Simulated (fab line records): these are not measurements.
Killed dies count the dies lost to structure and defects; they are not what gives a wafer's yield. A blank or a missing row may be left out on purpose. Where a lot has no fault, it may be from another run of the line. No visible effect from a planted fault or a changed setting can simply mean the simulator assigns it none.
Split-lot trial + flow n5_finfet + on a route of 1938 steps: 7 lots, 39 wafers read

## ON THE SPLIT
At N5_MOL_CONTACT_COAG_CVD_140 (deposits W, target thk 66.5 nm, time 215 s), the setting target_thk_a was moved away from the recipe's 665 angstrom on 15 of the 39 wafers read, by -40.3% to +24.7%. For the rest of the wafers, this setting stayed at what the recipe calls for.

Reading taken at the split's own step.

## THE READING
W_of_MOL_CONTACT_COAG_CVD_140.thk_nm (the simulator's own value, which no gauge read), in nm, at N5_MOL_CONTACT_COAG_CVD_140 (deposits W, target thk 66.5 nm, time 215 s). There is no usual value for it anywhere in the file. Across the 24 wafers here that went through the recipe, the average is 66.8 nm and the standard deviation 0.84 nm.

| wafer  | tool, chamber at the split | target_thk_a as run, angstrom | against the recipe | W_of_MOL_CONTACT_COAG_CVD_140.thk_nm, nm | against lot-mates on the recipe |
|--------|----------------------------|-------------------------------|--------------------|------------------------------------------|---------------------------------|
| L077.1 | cvd_w-01, 1                | 665                           | recipe             | 68                                       | -                               |
| L077.2 | cvd_w-01, 0                | 665                           | recipe             | 67.8                                     | -                               |
| L077.3 | cvd_w-01, 1                | 665                           | recipe             | 66.6                                     | -                               |
| L077.4 | cvd_w-01, 0                | 665                           | recipe             | 67.6                                     | -                               |
| L077.5 | cvd_w-01, 0                | 665                           | recipe             | 67.4                                     | -                               |
| L077.6 | cvd_w-01, 1                | 665                           | recipe             | 67.2                                     | -                               |
| L078.1 | cvd_w-01, 1                | 665                           | recipe             | 66                                       | -                               |
| L078.2 | cvd_w-01, 0,1              | 665                           | recipe             | 66.8                                     | -                               |
| L078.3 | cvd_w-01, 0,1              | 665                           | recipe             | 66.8                                     | -                               |
| L080.1 | cvd_w-02, 0                | 665                           | recipe             | 64.8                                     | -                               |
| L080.2 | cvd_w-02, 1                | 665                           | recipe             | 65.8                                     | -                               |
| L080.3 | cvd_w-02, 0                | 665                           | recipe             | 65                                       | -                               |
| L080.4 | cvd_w-02, 1                | 397.1                         | -40.3%             | 39.8                                     | -25.4                           |
| L080.5 | cvd_w-02, 1                | 397.1                         | -40.3%             | 39.2                                     | -26.0                           |
| L080.6 | cvd_w-02, 0                | 397.1                         | -40.3%             | 38.4                                     | -26.8                           |
| L081.1 | cvd_w-01, 0                | 665                           | recipe             | 67.8                                     | -                               |
| L081.2 | cvd_w-01, 1                | 665                           | recipe             | 66.6                                     | -                               |
| L081.3 | cvd_w-01, 0,1              | 507.5                         | -23.7%             | 51.4                                     | -16.1                           |
| L081.4 | cvd_w-01, 0,1              | 507.5                         | -23.7%             | 51.4                                     | -16.1                           |
| L081.5 | cvd_w-01, 0                | 665                           | recipe             | 68                                       | -                               |
| L081.6 | cvd_w-01, 1                | 507.5                         | -23.7%             | 51.2                                     | -16.3                           |
| L085.1 | cvd_w-02, 0                | 665                           | recipe             | 67.2                                     | -                               |
| L085.2 | cvd_w-02, 1                | 517.8                         | -22.1%             | 51.6                                     | -14.9                           |
| L085.3 | cvd_w-02, 1                | 665                           | recipe             | 66                                       | -                               |
| L085.4 | cvd_w-02, 0                | 517.8                         | -22.1%             | 51.4                                     | -15.1                           |
| L085.5 | cvd_w-02, 0                | 517.8                         | -22.1%             | 51.8                                     | -14.7                           |
| L085.6 | cvd_w-02, 1                | 665                           | recipe             | 66.4                                     | -                               |
| L092.1 | cvd_w-02, 1                | 665                           | recipe             | 66.4                                     | -                               |
| L092.2 | cvd_w-02, 0                | 665                           | recipe             | 66.2                                     | -                               |
| L092.3 | cvd_w-02, 1                | 462.2                         | -30.5%             | 47                                       | -19.5                           |
| L092.4 | cvd_w-02, 0                | 462.2                         | -30.5%             | 46.2                                     | -20.3                           |
| L092.5 | cvd_w-02, 0                | 462.2                         | -30.5%             | 46.2                                     | -20.3                           |
| L092.6 | cvd_w-02, 1                | 665                           | recipe             | 67                                       | -                               |
| L091.1 | cvd_w-01, 1                | 665                           | recipe             | 67.4                                     | -                               |
| L091.2 | cvd_w-01, 0                | 665                           | recipe             | 66.8                                     | -                               |
| L091.3 | cvd_w-01, 0                | 829.2                         | +24.7%             | 83.4                                     | +16.3                           |
| L091.4 | cvd_w-01, 1                | 665                           | recipe             | 67                                       | -                               |
| L091.5 | cvd_w-01, 0                | 829.2                         | +24.7%             | 83.8                                     | +16.7                           |
| L091.6 | cvd_w-01, 1                | 829.2                         | +24.7%             | 83.2                                     | +16.1                           |
When a row names more than one chamber, that row covers several wafers, and the file does not tell which wafer ran in which chamber.

THE FIT
A straight line over all 39 wafers: W_of_MOL_CONTACT_COAG_CVD_140.thk_nm changes by +0.676 nm for each +1% of target_thk_a; r = +1.00; the points scatter about the line by 0.74 nm.
The same after taking each lot's own level away (the mean of its wafers on the recipe; 39 wafers): +0.659 nm for each +1%; r = +1.00; scatter 0.47 nm.
On that fit, the largest move of target_thk_a shifts the reading by 27 nm.
The span of the lots' own levels, 65.20 to 67.47 nm, comes to 2.7 times the standard deviation stated above.
Hence the lot-to-lot level has little effect on the slope; both slopes agree.
Check: -26.8 nm against its lot-mates is what the line predicts for one of the wafers moved furthest among these (-40.3%) when that wafer is left out of the fit. It came out at -25.4 nm against them.

## ADDITIONAL SPLITS CARRIED BY THESE WAFERS
Before the reading, these wafers also passed through other splits. Each is held against what the fit with the lots' levels taken away leaves over:
| other split on the same wafers                 | wafers away from the commonest value | r with W_of_MOL_CONTACT_COAG_CVD_140.thk_nm (lot level and that fit taken away) |
|------------------------------------------------|--------------------------------------|---------------------------------------------------------------------------------|
| N5_PMOS_HMC_CHANNEL_EPI_HM_DEP_34 target_thk_a | 12                                   | +0.08                                                                           |
| N5_FIN_CUT_CUT_ETCH_15 time_s                  | 15                                   | -0.33                                                                           |
| N5_DUMMY_GATE_ETCH_31 target_depth_a           | 12                                   | +0.00                                                                           |
| N5_HKMG_FIN_ETCH_55 time_s                     | 9                                    | -0.06                                                                           |

## THE FILE'S OWN FIT
W_of_MOL_CONTACT_COAG_CVD_140.thk_nm changes by +0.66 nm for each +1% of target_thk_a, r = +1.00.
